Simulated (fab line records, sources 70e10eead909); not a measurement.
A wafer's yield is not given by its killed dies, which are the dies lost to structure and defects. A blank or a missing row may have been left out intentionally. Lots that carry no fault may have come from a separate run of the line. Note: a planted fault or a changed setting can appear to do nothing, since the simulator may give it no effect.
fab line records -- flow nand_harc
[record] lots = 11, wafers = 33, last_day = 24
route steps=1159 shown P_M2@332 P_BONDPAD@351 END@1159
lots with no fault: from the same line, run without faults
start_h: hours from the record's first day to the start of the lot's first wafer shown -- wait_h: hours from the lot's prior step to this one -- " repeats the value in the row above -- L1.1+2: one row covering several wafers at once -- - no value, or no start was given -- * or withheld: withheld -- < > ~ a bound
route shown NAME@n: names a module that has steps shown in the file, with the first one's number in the route -- usual: mean and standard deviation over wafers with no fault -- same: alike in all rows -- chamber/n: place in a boat -- sites: readings site by site -- _std_site: how widely they spread, as a standard deviation -- _edge_site: the outer-site mean with the inner-site mean subtracted -- radius_mm: how far each site lies from the wafer's centre -- mask NAME#n: copy n -- behind: the tool/chamber that last shaped the wafer -- hold: the reason the lot was held/the length of the hold in hours/how it ended -- device: which transistor (n, p or np) failed to switch -- end of line: at the end of the route, the tests of the same wafers -- a step with no rows: only its recipe -- killed: at the first sort, the dies lost to defects and structure; wafer yield is something else -- map: shows each die of a wafer: x if killed, . if not, _ if none is there
set.NAME: the setting the step ran with; set.NAME@STEP: the setting that earlier step ran with -- model.NAME: the simulator's own value behind a step, which no gauge read
steps of the route over a sample of lots; a table a step, a row a wafer
services: when a tool's chamber went out of use (start_h, in hours from the record's first day, below 0 if earlier), for how many hours, and the reason
[[steps]]
[step NHARC_P_M2_ETCH_35]
[recipe] target_depth_a = 400, overetch_a = 120, time_s = 43.94, ion_energy_ev = 200, n2_flow_sccm = 150, h2_flow_sccm = 150, ar_flow_sccm = 0, rf_w = 400, bias_w = 150, chemistry = N2/H2
[usual] drypump_motor_current_A = 5.6/0.49, oes_product_au = 1.003/0.0074, rf_vpp_V = 430.7/2.1, showerhead_plenum_p_Torr = 2.04/0.073, throttle_valve_pct = 14.171/0.0097
lot.wafer,tool,chamber,start_h,wait_h,drypump_motor_current_A,oes_product_au,rf_hours_counter_h,rf_vpp_V,showerhead_plenum_p_Torr,throttle_valve_pct
L497.4,rie_diel-03,3,135.92,0.1,6.4,1.004,17,433.7,2.13,14.177
L497.5,rie_diel-03,3,135.92,0.1,6.4,1.001,-,431.9,2.12,14.158
L497.6,rie_diel-03,0,135.92,0.1,5.4,0.995,-,427.5,1.93,14.168
L500.3,rie_diel-04,1,144.83,0.1,5.0,1.012,9,430.2,2.03,14.166
L500.1,rie_diel-04,3,144.83,0.1,6.2,1.006,9,430.3,2.08,14.166
L500.5,rie_diel-04,2,144.83,0.1,5.6,1.000,-,429.4,2.00,14.162
L501.2,rie_diel-06,0,144.86,0.1,4.8,1.002,2,432.0,2.05,14.164
L501.5,rie_diel-06,3,144.86,0.1,5.4,1.017,-,431.3,2.08,14.171
L501.6,rie_diel-06,0,144.86,0.1,4.8,1.004,-,431.9,2.05,14.168
L503.3,rie_diel-06,0,163.36,0.1,4.8,1.004,3,429.8,2.05,14.166
L503.1,rie_diel-06,1,163.36,0.1,5.8,1.006,3,427.7,1.93,14.173
L503.2,rie_diel-06,2,163.36,0.1,6.3,1.012,3,429.5,2.03,14.185
L504.3,rie_diel-06,2,163.90,0.1,6.4,1.012,3,429.4,2.02,14.187
L504.4,rie_diel-06,1,163.90,0.1,5.8,1.010,3,428.0,1.93,14.166
L504.6,rie_diel-06,2,163.90,0.1,6.3,1.008,-,430.8,2.02,14.163
L514.4,rie_diel-04,3,227.43,0.1,6.2,0.995,44,431.9,2.07,14.169
L514.2,rie_diel-04,1,227.43,0.1,5.0,1.002,43,432.1,2.02,14.176
L514.6,rie_diel-04,0,227.43,0.1,5.9,1.006,-,431.0,2.10,14.156
L513.4,rie_diel-04,2,227.89,0.1,5.6,1.005,35,428.2,1.99,14.169
L513.2,rie_diel-04,0,227.89,0.1,6.0,1.007,44,432.3,2.10,14.160
L513.5,rie_diel-04,2,227.89,0.1,5.6,0.996,-,427.8,1.99,14.185
L516.3,rie_diel-03,3,235.33,0.1,6.4,0.993,2,432.3,2.12,14.176
L516.1,rie_diel-03,0,235.33,0.1,5.4,1.003,2,428.2,1.92,14.164
L516.2,rie_diel-03,1,235.33,0.1,5.5,0.999,2,436.8,2.19,14.183
L517.4,rie_diel-04,0,242.75,0.1,6.0,1.013,50,431.7,2.10,14.169
L517.1,rie_diel-04,1,242.75,0.1,5.0,1.005,47,430.2,2.02,14.166
L517.6,rie_diel-04,2,242.75,0.1,5.7,1.009,-,430.3,1.99,14.171
L518.2,rie_diel-03,0,247.38,0.1,5.4,0.997,3,427.0,1.92,14.180
L518.4,rie_diel-03,2,247.38,0.1,5.4,0.988,3,433.1,2.12,14.185
L518.6,rie_diel-03,0,247.38,0.1,5.4,1.000,-,427.8,1.92,14.181
L519.2,rie_diel-06,0,257.52,0.1,4.8,1.013,0,430.8,2.05,14.180
L519.3,rie_diel-06,1,257.52,0.1,5.8,1.004,0,428.2,1.92,14.180
L519.5,rie_diel-06,1,257.52,0.1,5.8,1.004,-,427.7,1.92,14.186
[step NHARC_P_M2_ANNEAL_31]
[recipe] temp_c = 225, time_s = 90
[usual] wafer_temp_C_max = 226.4/0.39
lot.wafer,tool,chamber,start_h,wait_h,wafer_temp_C_max
L497.4,rtp_anneal-02,0,137.76,-,226.6
L497.5,rtp_anneal-02,0,137.76,-,226.5
L497.6,rtp_anneal-02,0,137.76,-,226.6
L500.1,rtp_anneal-01,0,146.60,-,225.7
L500.3,rtp_anneal-01,0,146.60,-,227.2
L500.5,rtp_anneal-01,0,146.60,-,226.0
L501.2,rtp_anneal-02,0,146.74,-,226.8
L501.5,rtp_anneal-02,0,146.74,-,225.9
L501.6,rtp_anneal-02,0,146.74,-,227.3
L503.1,rtp_anneal-01,0,165.14,0.3,226.2
L503.2,rtp_anneal-01,0,165.14,0.3,226.2
L503.3,rtp_anneal-01,0,165.14,0.3,226.2
L504.3,rtp_anneal-02,0,165.78,-,226.7
L504.4,rtp_anneal-02,0,165.78,-,226.8
L504.6,rtp_anneal-02,0,165.78,-,227.0
L514.2,rtp_anneal-02,0,229.18,0.3,226.8
L514.4,rtp_anneal-02,0,229.18,0.3,226.3
L514.6,rtp_anneal-02,0,229.18,0.3,226.9
L513.2,rtp_anneal-02,0,229.65,-,226.8
L513.4,rtp_anneal-02,0,229.65,-,226.6
L513.5,rtp_anneal-02,0,229.65,-,226.9
L516.1,rtp_anneal-02,0,237.05,0.3,227.2
L516.2,rtp_anneal-02,0,237.05,0.3,226.9
L516.3,rtp_anneal-02,0,237.05,0.3,226.8
L517.1,rtp_anneal-01,0,244.45,-,226.3
L517.4,rtp_anneal-01,0,244.45,-,226.1
L517.6,rtp_anneal-01,0,244.45,-,226.3
L518.2,rtp_anneal-01,0,249.28,-,226.0
L518.4,rtp_anneal-01,0,249.28,-,226.4
L518.6,rtp_anneal-01,0,249.28,-,226.1
L519.2,rtp_anneal-01,0,259.25,0.3,226.1
L519.3,rtp_anneal-01,0,259.25,0.3,226.3
L519.5,rtp_anneal-01,0,259.25,0.3,226.5
[step NHARC_P_BONDPAD_DEP_00]
[recipe] target_thk_a = 2500, temp_c = 370, target_thk_nm = 250, pressure_torr = 3, flow_sccm = 200, rf_w = 450, material = SiCN
[usual] heater_power_w = 582/58
lot.wafer,tool,chamber,start_h,wait_h,heater_power_w
L497.6,pecvd-02,1,139.11,-,568
L497.4,pecvd-02,2,139.11,-,665
L497.5,pecvd-02,0,139.11,-,607
L500.1,pecvd-03,1,147.95,-,500
L500.3,pecvd-03,0,147.95,-,538
L500.5,pecvd-03,0,147.95,-,542
L501.2,pecvd-02,1,148.16,-,600
L501.5,pecvd-02,2,148.16,-,703
L501.6,pecvd-02,1,148.16,-,597
L501.2,pecvd-02,1,148.73,-,588
L501.5,pecvd-02,2,148.73,-,710
L501.6,pecvd-02,1,148.73,-,590
L503.2,pecvd-02,1,166.62,-,613
L503.1,pecvd-02,2,166.62,-,619
L503.3,pecvd-02,0,166.62,-,546
L503.2,pecvd-02,1,167.32,-,599
L503.1,pecvd-02,2,167.32,-,614
L503.3,pecvd-02,0,167.32,-,549
L504.3,pecvd-02,1,167.14,-,548
L504.4,pecvd-02,2,167.14,-,694
L504.6,pecvd-02,0,167.14,-,611
L514.2,pecvd-04,0,230.57,-,633
L514.4,pecvd-04,1,230.57,-,558
L514.6,pecvd-04,0,230.57,-,663
L513.2,pecvd-03,0,231.02,-,469
L513.4,pecvd-03,0,231.02,-,484
L513.5,pecvd-03,1,231.02,-,529
L516.1,pecvd-03,1,238.42,-,524
L516.2,pecvd-03,2,238.42,-,629
L516.3,pecvd-03,1,238.42,-,525
L517.1,pecvd-02,1,245.87,-,504
L517.6,pecvd-02,0,245.87,-,590
L517.4,pecvd-02,2,245.87,-,610
L518.2,pecvd-03,2,250.71,-,671
L518.4,pecvd-03,0,250.71,-,552
L518.6,pecvd-03,2,250.71,-,664
L519.2,pecvd-03,2,260.59,-,616
L519.3,pecvd-03,0,260.59,-,476
L519.5,pecvd-03,1,260.59,-,573
[step NHARC_P_BONDPAD_CMP_32]
[recipe] target_thk_nm = 200, material = SiCN
[usual] motor_current_A = 12.5/1.2, slurry_flow_ml_min = 150.1/0.46
lot.wafer,tool,chamber,start_h,wait_h,motor_current_A,slurry_flow_ml_min
L497.4,cmp-02,0,139.41,-,14.2,149.8
L497.5,cmp-02,3,139.41,-,11.9,150.6
L497.6,cmp-02,0,139.41,-,13.5,150.1
L500.1,cmp-04,0,148.41,-,11.4,150.1
L500.3,cmp-04,1,148.41,-,11.4,150.3
L500.5,cmp-04,3,148.41,-,13.6,150.5
L501.2,cmp-03,0,149.22,-,12.7,149.5
L501.6,cmp-03,1,149.22,-,13.0,150.3
L501.5,cmp-03,2,149.22,-,11.9,150.1
L504.4,cmp-04,0,167.49,-,11.6,149.5
L504.3,cmp-04,3,167.49,-,12.7,150.4
L504.6,cmp-04,1,167.49,-,10.7,150.2
L503.3,cmp-03,2,167.83,-,12.1,150.1
L503.2,cmp-03,0,167.83,-,12.9,149.4
L503.1,cmp-03,1,167.83,-,12.5,150.5
L514.2,cmp-02,0,231.05,0.4,13.3,150.4
L514.4,cmp-02,3,231.05,0.4,11.9,150.3
L514.6,cmp-02,0,231.05,0.4,13.4,149.9
L513.2,cmp-04,0,231.41,-,11.7,150.7
L513.4,cmp-04,1,231.41,-,11.2,149.9
L513.5,cmp-04,1,231.41,-,11.1,150.8
L516.2,cmp-04,1,239.03,0.5,11.3,149.5
L516.1,cmp-04,3,239.03,0.5,13.6,150.4
L516.3,cmp-04,0,239.03,0.5,12.3,150.1
L517.4,cmp-03,0,246.25,-,12.9,150.0
L517.1,cmp-03,2,246.25,-,11.0,150.3
L517.6,cmp-03,3,246.25,-,15.0,149.3
L518.4,cmp-04,2,251.02,-,11.3,149.2
L518.2,cmp-04,1,251.02,-,10.5,150.2
L518.6,cmp-04,2,251.02,-,11.7,149.7
L519.3,cmp-03,2,261.02,-,11.5,149.8
L519.2,cmp-03,3,261.02,-,14.8,150.0
L519.5,cmp-03,2,261.02,-,11.7,150.3
[step NHARC_P_BONDPAD_THK_MEAS_33]
[recipe] thk_meas_gauge = ellipsometry
[usual] thk_nm = 200.0/1.4
lot.wafer,tool,chamber,start_h,wait_h,thk_nm
L497.4,film_metro-02,-,139.64,0.2,197.9
L497.5,film_metro-02,-,139.64,0.2,201.0
L497.6,film_metro-02,-,139.64,0.2,201.9
L500.1,film_metro-02,-,148.61,0.2,197.6
L500.3,film_metro-02,-,148.61,0.2,196.4
L500.5,film_metro-02,-,148.61,0.2,199.4
L501.2,film_metro-01,-,149.40,0.2,210.7
L501.5,film_metro-01,-,149.40,0.2,206.1
L501.6,film_metro-01,-,149.40,0.2,206.7
L501.2,film_metro-01,-,149.57,0.2,211.2
L501.5,film_metro-01,-,149.57,0.2,208.3
L501.6,film_metro-01,-,149.57,0.2,205.2
L504.3,film_metro-02,-,167.74,0.2,200.3
L504.4,film_metro-02,-,167.74,0.2,197.8
L504.6,film_metro-02,-,167.74,0.2,199.5
L503.1,film_metro-02,-,168.08,0.2,207.2
L503.2,film_metro-02,-,168.08,0.2,203.7
L503.3,film_metro-02,-,168.08,0.2,203.0
L503.1,film_metro-02,-,168.26,0.2,206.7
L503.2,film_metro-02,-,168.26,0.2,204.1
L503.3,film_metro-02,-,168.26,0.2,205.0
L514.2,film_metro-02,-,231.30,0.2,199.3
L514.4,film_metro-02,-,231.30,0.2,201.0
L514.6,film_metro-02,-,231.30,0.2,198.8
L513.2,film_metro-01,-,231.66,0.2,201.0
L513.4,film_metro-01,-,231.66,0.2,198.7
L513.5,film_metro-01,-,231.66,0.2,198.6
L516.1,film_metro-02,-,239.29,0.2,201.7
L516.2,film_metro-02,-,239.29,0.2,197.1
L516.3,film_metro-02,-,239.29,0.2,199.8
L517.1,film_metro-01,-,246.48,0.2,198.8
L517.4,film_metro-01,-,246.48,0.2,200.0
L517.6,film_metro-01,-,246.48,0.2,197.2
L518.2,film_metro-02,-,251.28,0.2,201.0
L518.4,film_metro-02,-,251.28,0.2,201.4
L518.6,film_metro-02,-,251.28,0.2,202.1
L519.2,film_metro-02,-,261.25,0.2,201.4
L519.3,film_metro-02,-,261.25,0.2,200.1
L519.5,film_metro-02,-,261.25,0.2,200.5
[step NHARC_END_SORT_01]
[recipe] temp_c = 25
[usual] defect_limited_yield = 95.7/1.5, killed_at_array = 25/9.8, killed_at_other = 0.8/1.1, killed_at_periphery = 3.3/2.1, killed_dies = 29/10, killed_open = 3.3/1.8, killed_short = 1.9/1.4, sort_bin_2_pct = 1.3/0.6, sort_bin_3_pct = 0.25/0.23, sort_bin_4_pct = 2.8/0.97, sort_n_pass = 648/10, sort_rim_yield_pct = 95/3.2, sort_yield_pct = 95.7/1.5
[same] gross_dies = 677, sort_bin_5_pct[%] = 0, sort_bin_6_pct[%] = 0, sort_bin_7_pct[%] = 0, sort_bin_8_pct[%] = 0, sort_rim_n_gross = 106.00
lot.wafer,tool,chamber,start_h,wait_h,defect_limited_yield[%],killed_at_array,killed_at_other,killed_at_periphery,killed_dies,killed_open,killed_short,sort_bin_2_pct[%],sort_bin_3_pct[%],sort_bin_4_pct[%],sort_n_pass,sort_rim_yield_pct[%],sort_yield_pct[%]
L501.6,prober-01,0,458.67,4.0,95.9,24,1,3,28,0,1,1.6,0.15,2.4,649,93,95.9
// killed by level:class
L501.6 A_SLIT:chamber_film_flake=12 A_CHANNEL_HOLE_D1:chamber_film_flake=7 A_STAIRCASE:chamber_film_flake=2 A_CONTACT:chamber_film_flake=2 P_CONTACT:geometric_particle:short=1 P_ZERO_WELL:chamber_film_flake=1 P_GATE:chamber_film_flake=1 A_CHANNEL_FILL_D1:chamber_film_flake=1
[[services]]
tool,chamber,start_h,hours,kind
rie_diel-04,-,112.04,9.0,pm
rie_diel-06,2,112.25,7.4,repair
pecvd-03,-,112.97,17.8,repair
rie_diel-06,2,137.44,7.2,repair
cmp-02,-,146.17,4.0,pm
pecvd-02,-,153.17,13.0,pm
cmp-03,-,156.00,4.0,pm
cmp-02,-,164.86,2.7,repair
rie_diel-03,-,166.74,1.7,repair
cmp-03,-,185.05,2.0,repair
rie_diel-06,1,190.10,4.3,repair
pecvd-04,-,195.95,13.0,pm
rie_diel-04,2,196.01,14.9,repair
cmp-04,-,203.95,4.0,pm
rie_diel-03,-,215.33,9.0,pm
cmp-03,-,224.12,11.0,repair
pecvd-04,2,229.12,7.9,repair
rie_diel-04,1,229.80,3.6,repair
pecvd-03,0,231.24,10.6,repair
cmp-02,-,237.00,2.1,repair
rie_diel-06,-,241.20,9.0,pm
cmp-02,-,244.17,4.0,pm
rie_diel-04,1,253.92,2.7,repair
cmp-03,-,254.11,4.0,pm
[[key]]
[first_sign] step = NHARC_P_BONDPAD_DEP_00, reading = visit, direction = added
[effect] step = NHARC_P_BONDPAD_THK_MEAS_33, reading = visit, direction = added
met_at NHARC_P_BONDPAD_DEP_00
struck_lots L501,L503
not_acting_at NHARC_P_M2_ETCH_35,NHARC_P_M2_ANNEAL_31,NHARC_P_BONDPAD_CMP_32
[fault] kind = repeated_step_whole, tool = pecvd-02,pecvd-03,pecvd-04, chamber = -, onset_h = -, steps = NHARC_P_BONDPAD_DEP_00, times = 1, scope = struck_lots_only
